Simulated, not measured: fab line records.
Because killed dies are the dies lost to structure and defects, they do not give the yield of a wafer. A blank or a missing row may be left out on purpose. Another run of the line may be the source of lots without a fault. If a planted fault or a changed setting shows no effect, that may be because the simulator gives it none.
Code-filled problem report in 8D (eight disciplines) form ; flow n5Finfet ; the parts of the form that need people (team, actions taken, sign-off) are left out

== 1. WHAT WENT WRONG ==
N5_MOL_CONTACT_COAG_CD_MEAS_84, cdNm: mean 8.98 nm over 1 wafer from 1 lot; wafers with no fault: 25.17 nm, standard deviation 0.24. Measured from the usual mean, that is -67 standard deviations.
The step: target cd 25.1 nm.
First observed at day 9 13:33: wafer L355.5, on cdSem-02. The record holds 25 wafers of 9 lots with a number at this step. Rule for "out" (also "out of limits"): further than 4 standard deviations from the usual mean. The rest of the wafers with a number are treated as sound.

== 2. WHAT THIS IS AND IS NOT ==
question;is;is not
which readings at this step;cdNm;-
which lots;L355;L341, L342, L343, L344, L346, L357, L358, L361
which wafers of those lots;L355.5;L355.1, L355.3
read on which gauges;cdSem-02;cdSem-01, cdSem-03
when;from day 9 13:33;"up to then (16 sound wafers); but 8 sound wafers of L357, L358, L361 came after"

== 3. THE SUSPECTS, EACH WITH WHAT RULES IT OUT ==
Counting: any tool at a process step up to the reading remains a suspect provided it ran every lot that is out. Sound lots after the first of them don't rule it out here, since some wafers of a struck lot are sound.
- the gauge at N5_MOL_CONTACT_COAG_CD_MEAS_84: ruled out. All the wafers that are out were read on cdSem-02, but those of them that N5_MOL_CONTACT_COAG_CD_MEAS_137 has rows for are out there too, on other tools.
- pvdSputter-01 at N5_MOL_CONTACT_COAG_PRE_CLEAN_142 (time 60 s): kept. L355, the lot that is out, went through it at day 9 06:52; up to then, the latest sound lot through it was L346 at day 7 00:32.
- euvScanner-01 at N5_MOL_CONTACT_COAG_EXPOSE_81 (exposes mask VG, defocus 0 nm): kept. L355, the lot that is out, went through it at day 9 13:24; up to then, the latest sound lot through it was L346 at day 7 04:27.
Remaining after the count are pvdSputter-01 at N5_MOL_CONTACT_COAG_PRE_CLEAN_142 and euvScanner-01 at N5_MOL_CONTACT_COAG_EXPOSE_81.

== 4. THE CAUSE (what the simulator had put in) ==
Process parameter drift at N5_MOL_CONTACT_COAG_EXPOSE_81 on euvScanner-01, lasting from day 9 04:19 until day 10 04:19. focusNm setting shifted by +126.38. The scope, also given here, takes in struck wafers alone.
2 suspects survive the count, and this tool is in that group.

== 5. THE CHAIN OF EFFECTS, in route order ==
Each row: a reading where the mean over the struck wafers with a number is more than 3 standard deviations away from the usual. Scope: only readings with a usual standard deviation given in the record; hours: median across lots of the time from each lot's start at the first step in this table that gives one to its start at this step; sigmas: change in usual standard deviations.
hours;step;reading;usual;on struck wafers;change;sigmas
0;N5_MOL_CONTACT_COAG_CD_MEAS_84;cdNm;25.17 nm;8.98;-16.19;-67
1;N5_MOL_CONTACT_COAG_CD_MEAS_137;cdNm;16.2 nm;0.0;-16.2;-45
187;N5_PASSIVATION_PROBE_49;defectLimitedYield;91.2 %;0.0;-91.2;-65
187;N5_PASSIVATION_PROBE_49;killedAtContacts;11;1079;+1068;+99 or more
187;N5_PASSIVATION_PROBE_49;killedDies;104;1180;+1076;+63
187;N5_PASSIVATION_PROBE_49;killedOnRim;14;152;+138;+34
187;N5_PASSIVATION_PROBE_49;sort_bin_5_function;5.1 %;26.9;+21.8;+23
187;N5_PASSIVATION_PROBE_49;sortNPass;1074;0;-1074;-45
187;N5_PASSIVATION_PROBE_49;sortYieldPct;91.1 %;0.0;-91.1;-46
Here are the process steps it includes:
- N5_PASSIVATION_PROBE_49

== 6. WHAT WOULD HAVE CAUGHT IT SOONER ==
In this record the first reading out of limits at a measuring or inspecting step was taken at day 9 13:33, 9 hours after the fault began at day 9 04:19.
The start of N5_MOL_CONTACT_COAG_EXPOSE_81 on euvScanner-01 came by day 9 13:33 for every one of the lots that are out (1). Holding the tool at that point would not have protected any of them.
